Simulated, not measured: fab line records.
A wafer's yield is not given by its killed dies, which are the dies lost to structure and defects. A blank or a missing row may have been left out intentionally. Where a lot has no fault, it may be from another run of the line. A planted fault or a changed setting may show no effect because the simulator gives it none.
fab line records | flow nandHarc | part 2 of 2: steps 25 to 34 of 34
record: lots: 5 | wafers: 15 | lastDay: 21
route steps=1159 shown A_BONDPAD@1066 HYBRID_BOND@1094 THIN_TSV@1101
lots untouched by any fault: they come from a run of this same line in which no faults occurred
startH: hours from the record's opening day to when the first of the lot's shown wafers began | waitH: hours from the lot's prior step to this one | " unchanged from the row above | L1.1+2: one row covering several wafers at once | - no value, or no start was given | * or withheld: withheld | < > ~ a bound
route shown NAME@n: names a module that has steps shown in the file, with the first one's number in the route | usual: the fault-free wafers' mean and standard deviation | same: alike in all rows | chamber/n: place in a boat | sites: readings site by site | _std_site: the values' standard deviation | _edge_site: inner sites' mean taken away from outer sites' mean | radiusMm: how far each site lies from the wafer's centre | mask NAME#n: copy n | behind: tool/chamber where the wafer was last shaped | hold: the reason the lot was held/the length of the hold in hours/how it ended | device: whichever transistor did not switch (one of n, p or np) | end of line: the same wafers' tests at the end of the route | step lacking rows: just its recipe | killed: at the first sort, the dies lost to defects and structure; wafer yield is something else | map: the dies of a wafer, with x for killed, . for not killed, _ for no die there
set.NAME: the run value of the setting; set.NAME@STEP: its run value at that earlier step | model.NAME: the simulator's own value behind a step, which no gauge read
lots at some steps of the route; a table a step, a row a wafer
services: the hour from which a tool's chamber was out of use, counted from the record's first day as startH (under 0 if before that day), plus the number of hours and why
== steps ==
step: NHARC_A_BONDPAD_SRD_21
recipe: timeS: 30 | tempC: 23 | dryTimeS: 20 | spinRpm: 1500
usual: spinRpm: 1500.0/0.8
same: dryTimeS: 20
lot.wafer | tool        | chamber | startH | waitH | spinRpm
L079.1    | wetBench-08 | 2       | 424.43 | 0.1   | 1501.2
L079.2    | "           | 6       | "      | "     | 1499.6
L079.6    | "           | 7       | "      | "     | 1500.1
L076.3    | wetBench-08 | 7       | 426.09 | 0.0   | 1500.9
L076.5    | "           | 0       | "      | "     | 1499.6
L076.2    | "           | 2       | "      | "     | 1500.4
L078.5    | wetBench-08 | 1       | 426.52 | 0.0   | 1500.9
L078.1    | "           | 2       | "      | "     | 1499.1
L078.3    | "           | 3       | "      | "     | 1499.4
L081.6    | wetBench-10 | 5       | 448.05 | 0.0   | 1498.9
L081.3    | "           | 0       | "      | "     | 1498.9
L081.2    | "           | 1       | "      | "     | 1498.7
L087.1    | wetBench-10 | 2       | 476.41 | 0.0   | 1500.4
L087.4    | "           | 5       | "      | "     | 1499.1
L087.3    | "           | 6       | "      | "     | 1499.0
step: NHARC_A_BONDPAD_INSPECT_23
usual: rawDefectCount: 490/120
lot.wafer | tool             | chamber | startH | waitH | rawDefectCount
L079.1    | defectInspect-01 | -       | 424.61 | 0.0   | 280
L079.2    | "                | -       | "      | "     | 337
L079.6    | "                | -       | "      | "     | 365
L076.2    | defectInspect-01 | -       | 426.26 | 0.0   | 295
L076.3    | "                | -       | "      | "     | 301
L076.5    | "                | -       | "      | "     | 337
L078.1    | defectInspect-01 | -       | 426.70 | 0.0   | 646
L078.3    | "                | -       | "      | "     | 490
L078.5    | "                | -       | "      | "     | 639
L081.2    | defectInspect-02 | -       | 448.24 | 0.0   | 319
L081.3    | "                | -       | "      | "     | 336
L081.6    | "                | -       | "      | "     | 341
L087.1    | defectInspect-02 | -       | 476.57 | 0.0   | 609
L087.3    | "                | -       | "      | "     | 428
L087.4    | "                | -       | "      | "     | 554
step: NHARC_HYBRID_BOND_ACTIVATE_00
recipe: timeS: 60 | n2FlowSccm: 200 | arFlowSccm: 0 | biasPowerW: 0 | chemistry: N2
usual: drypumpMotorCurrentA: 5.9/0.33 | oesProductAu: 1.004/0.013 | rfVppV: 64.1/0.95 | showerheadPlenumPTorr: 1.76/0.076
lot.wafer | tool       | chamber | startH | waitH | drypumpMotorCurrentA | oesProductAu | rfHoursCounterH | rfVppV | showerheadPlenumPTorr
L079.2    | rieDiel-02 | 0       | 424.73 | 0.1   | 5.7                  | 1.004        | 8               | 63.1   | 1.65
L079.1    | "          | 1       | "      | "     | 5.9                  | 1.023        | 9               | 64.0   | 1.84
L079.6    | "          | 3       | "      | "     | 5.7                  | 1.010        | -               | 64.9   | 1.85
L076.3    | rieDiel-07 | 3       | 426.32 | 0.1   | 6.4                  | 1.019        | 4               | 63.0   | 1.79
L076.2    | "          | 2       | "      | "     | 5.7                  | 1.002        | 4               | 65.3   | 1.83
L076.5    | "          | 2       | "      | "     | 5.7                  | 0.999        | -               | 64.7   | 1.83
L078.3    | rieDiel-07 | 3       | 426.76 | 0.1   | 6.4                  | 1.019        | 4               | 64.5   | 1.79
L078.1    | "          | 2       | "      | "     | 5.7                  | 0.995        | 4               | 64.5   | 1.83
L078.5    | "          | 2       | "      | "     | 5.8                  | 1.001        | -               | 64.8   | 1.83
L081.3    | rieDiel-02 | 1       | 448.30 | 0.1   | 5.9                  | 1.017        | 12              | 64.3   | 1.84
L081.2    | "          | 0       | "      | "     | 5.7                  | 1.004        | 11              | 63.1   | 1.65
L081.6    | "          | 2       | "      | "     | 5.8                  | 1.007        | -               | 64.5   | 1.78
L087.4    | rieDiel-02 | 1       | 476.63 | 0.1   | 5.8                  | 1.021        | 13              | 63.9   | 1.84
L087.1    | "          | 2       | "      | "     | 5.8                  | 0.990        | 14              | 64.2   | 1.77
L087.3    | "          | 3       | "      | "     | 5.7                  | 1.016        | 13              | 65.8   | 1.84
step: NHARC_HYBRID_BOND_PRECLEAN_01
recipe: timeS: 300 | tempC: 23 | chemistry: DIW
lot.wafer  | tool        | chamber | startH | waitH
L079.1+2+6 | wetBench-08 | 2,4,6   | 424.87 | 0.1
L076.5+3+2 | wetBench-08 | 1,4,5   | 426.56 | 0.1
L078.5+1+3 | wetBench-08 | 1,4,5   | 426.94 | 0.1
L081.2+6+3 | wetBench-08 | 5,1,2   | 448.45 | 0.1
L087.4+1+3 | wetBench-08 | 4,7,0   | 476.80 | 0.2
step: NHARC_HYBRID_BOND_SRD_02
recipe: timeS: 30 | tempC: 23 | dryTimeS: 20 | spinRpm: 1500
usual: spinRpm: 1500.0/0.83
same: dryTimeS: 20
lot.wafer | tool        | chamber | startH | waitH | spinRpm
L079.1    | wetBench-08 | 2       | -      | -     | 1500.6
L079.2    | "           | 4       | "      | "     | 1501.3
L079.6    | "           | 6       | "      | "     | 1499.3
L076.5    | wetBench-08 | 1       | -      | -     | 1499.3
L076.3    | "           | 4       | "      | "     | 1500.4
L076.2    | "           | 5       | "      | "     | 1501.4
L078.5    | wetBench-08 | 1       | -      | -     | 1500.2
L078.1    | "           | 4       | "      | "     | 1501.2
L078.3    | "           | 5       | "      | "     | 1500.9
L081.2    | wetBench-08 | 5       | -      | -     | 1500.6
L081.6    | "           | 1       | "      | "     | 1498.5
L081.3    | "           | 2       | "      | "     | 1500.8
L087.4    | wetBench-08 | 4       | -      | -     | 1499.7
L087.1    | "           | 7       | "      | "     | 1499.5
L087.3    | "           | 0       | "      | "     | 1500.6
step: NHARC_HYBRID_BOND_BOND_03
recipe: tempC: 25
lot.wafer  | tool           | chamber | startH | waitH
L079.1+2+6 | waferBonder-01 | 0       | 425.83 | -
L076.2+3+5 | waferBonder-01 | 0       | 426.95 | -
L078.1+3+5 | waferBonder-01 | 0       | 427.69 | -
L081.2+3+6 | waferBonder-01 | 0       | 460.12 | -
L087.1+3+4 | waferBonder-01 | 0       | 477.06 | -
step: NHARC_HYBRID_BOND_ANNEAL_04
recipe: tempC: 300 | timeS: 7200 | rampUpCPerMin: 5 | rampDownCPerMin: 3 | idleTempC: 100 | pressureAtm: 1
usual: rampUpCPerMin: 4.9999/0.00094 | tube_center_temp_C_max: 300.76/0.12 | zonePowerCentrePct: 3.03/0.2
lot.wafer | tool       | chamber | startH | waitH | rampUpCPerMin | tube_center_temp_C_max | zonePowerCentrePct
L076.2    | furnace-01 | 0       | 429.27 | 2.2   | 4.9992        | 300.86                 | 3.25
L076.3    | "          | 0       | "      | "     | 5.0012        | 300.82                 | 3.25
L076.5    | "          | 0       | "      | "     | 5.0006        | 300.73                 | 3.27
L078.1    | furnace-01 | 0       | 429.27 | 1.4   | 5.0019        | 300.67                 | 3.25
L078.3    | "          | 0       | "      | "     | 5.0012        | 300.95                 | 3.24
L078.5    | "          | 0       | "      | "     | 5.0001        | 300.83                 | 3.22
L079.1    | furnace-01 | 0       | 429.27 | 3.3   | 5.0004        | 300.77                 | 3.21
L079.2    | "          | 0       | "      | "     | 4.9998        | 300.80                 | 3.19
L079.6    | "          | 0       | "      | "     | 4.9996        | 300.86                 | 3.26
L081.2    | furnace-01 | 0       | 464.06 | 3.8   | 5.0001        | 300.86                 | 3.25
L081.3    | "          | 0       | "      | "     | 4.9992        | 300.93                 | 3.24
L081.6    | "          | 0       | "      | "     | 5.0005        | 300.52                 | 3.20
L087.1    | furnace-01 | 0       | 481.68 | 4.5   | 5.0002        | 300.66                 | 3.26
L087.3    | "          | 0       | "      | "     | 4.9998        | 301.05                 | 3.19
L087.4    | "          | 0       | "      | "     | 4.9995        | 300.86                 | 3.23
step: NHARC_HYBRID_BOND_OVL_MEAS_05
usual: overlayXNm: 5/31 | overlayYNm: 6/35
lot.wafer | tool       | chamber | startH | waitH | overlayXNm | overlayYNm
L079.1    | overlay-02 | -       | 433.89 | 0.4   | -21        | 78
L079.2    | "          | -       | "      | "     | -66        | 30
L079.6    | "          | -       | "      | "     | 3          | -7
L078.1    | overlay-02 | -       | 433.90 | 0.4   | 48         | -18
L078.3    | "          | -       | "      | "     | -16        | 2
L078.5    | "          | -       | "      | "     | -24        | 6
L076.2    | overlay-01 | -       | 433.91 | 0.4   | 89         | -17
L076.3    | "          | -       | "      | "     | -23        | 6
L076.5    | "          | -       | "      | "     | -49        | 0
L081.2    | overlay-01 | -       | 468.75 | 0.4   | 23         | -15
L081.3    | "          | -       | "      | "     | 0          | 33
L081.6    | "          | -       | "      | "     | 34         | 6
L087.1    | overlay-02 | -       | 486.35 | 0.4   | 56         | -23
L087.3    | "          | -       | "      | "     | -11        | 54
L087.4    | "          | -       | "      | "     | 27         | -15
step: NHARC_HYBRID_BOND_INSPECT_06
recipe: inspectInstrument: irVoid
usual: rawDefectCount: 30/14
lot.wafer | tool             | chamber | startH | waitH | rawDefectCount
L079.1    | defectInspect-02 | -       | 433.94 | 0.0   | 22
L079.2    | "                | -       | "      | "     | 28
L079.6    | "                | -       | "      | "     | 34
L078.1    | defectInspect-02 | -       | 433.97 | 0.1   | 13
L078.3    | "                | -       | "      | "     | 27
L078.5    | "                | -       | "      | "     | 23
L076.2    | defectInspect-01 | -       | 434.00 | 0.1   | 11
L076.3    | "                | -       | "      | "     | 10
L076.5    | "                | -       | "      | "     | 13
L081.2    | defectInspect-02 | -       | 468.81 | 0.1   | 36
L081.3    | "                | -       | "      | "     | 38
L081.6    | "                | -       | "      | "     | 38
L087.1    | defectInspect-01 | -       | 486.40 | 0.0   | 49
L087.3    | "                | -       | "      | "     | 52
L087.4    | "                | -       | "      | "     | 51
step: NHARC_THIN_TSV_GRIND_00
recipe: targetThkUm: 6
usual: motorCurrentA: 12.002/0.021
lot.wafer | tool       | chamber | startH | waitH | motorCurrentA
L079.1    | grinder-01 | 0       | 436.80 | 2.9   | 12.015
L079.2    | "          | 0       | "      | "     | 12.023
L079.6    | "          | 0       | "      | "     | 11.963
L078.1    | grinder-01 | 0       | 439.78 | 5.8   | 11.993
L078.3    | "          | 0       | "      | "     | 11.984
L078.5    | "          | 0       | "      | "     | 11.968
L076.2    | grinder-01 | 0       | 441.20 | 7.2   | 12.002
L076.3    | "          | 0       | "      | "     | 12.022
L076.5    | "          | 0       | "      | "     | 12.001
L081.2    | grinder-01 | 0       | 472.71 | 3.9   | 11.951
L081.3    | "          | 0       | "      | "     | 11.955
L081.6    | "          | 0       | "      | "     | 12.010
L087.1    | grinder-01 | 0       | 486.55 | 0.1   | 12.013
L087.3    | "          | 0       | "      | "     | 11.993
L087.4    | "          | 0       | "      | "     | 12.013
== services ==
tool           | chamber | startH | hours | kind
ecdCu-02       | -       | 397.68 | 1.6   | repair
cmp-04         | -       | 399.08 | 4.0   | pm
rieDiel-07     | -       | 405.36 | 9.0   | pm
wetBench-08    | -       | 406.40 | 8.0   | pm
pvdSputter-02  | -       | 410.14 | 1.5   | repair
lithoTrack-05  | -       | 412.00 | 7.0   | pm
pvdSputter-02  | -       | 413.93 | 1.4   | repair
cmp-03         | -       | 414.41 | 1.9   | repair
pvdSputter-03  | -       | 416.85 | 4.1   | repair
rieDiel-06     | -       | 419.60 | 9.0   | pm
grinder-01     | -       | 421.96 | 10.0  | repair
rieDiel-07     | 1       | 422.99 | 18.9  | repair
wetBench-10    | -       | 423.20 | 8.0   | pm
waferBonder-01 | -       | 440.06 | 19.0  | repair
rieDiel-02     | 1       | 454.58 | 6.5   | repair
rieDiel-04     | 3       | 455.45 | 2.4   | repair
pvdSputter-03  | -       | 458.00 | 10.0  | pm
pvdSputter-02  | -       | 463.91 | 2.1   | repair
rieDiel-04     | -       | 465.92 | 9.0   | pm
pvdSputter-01  | -       | 466.65 | 1.8   | repair
rieDiel-06     | -       | 469.88 | 0.4   | repair
pvdSputter-03  | -       | 470.61 | 2.0   | repair
krfScanner-04  | -       | 473.74 | 4.0   | pm
cmp-04         | -       | 486.84 | 1.7   | repair
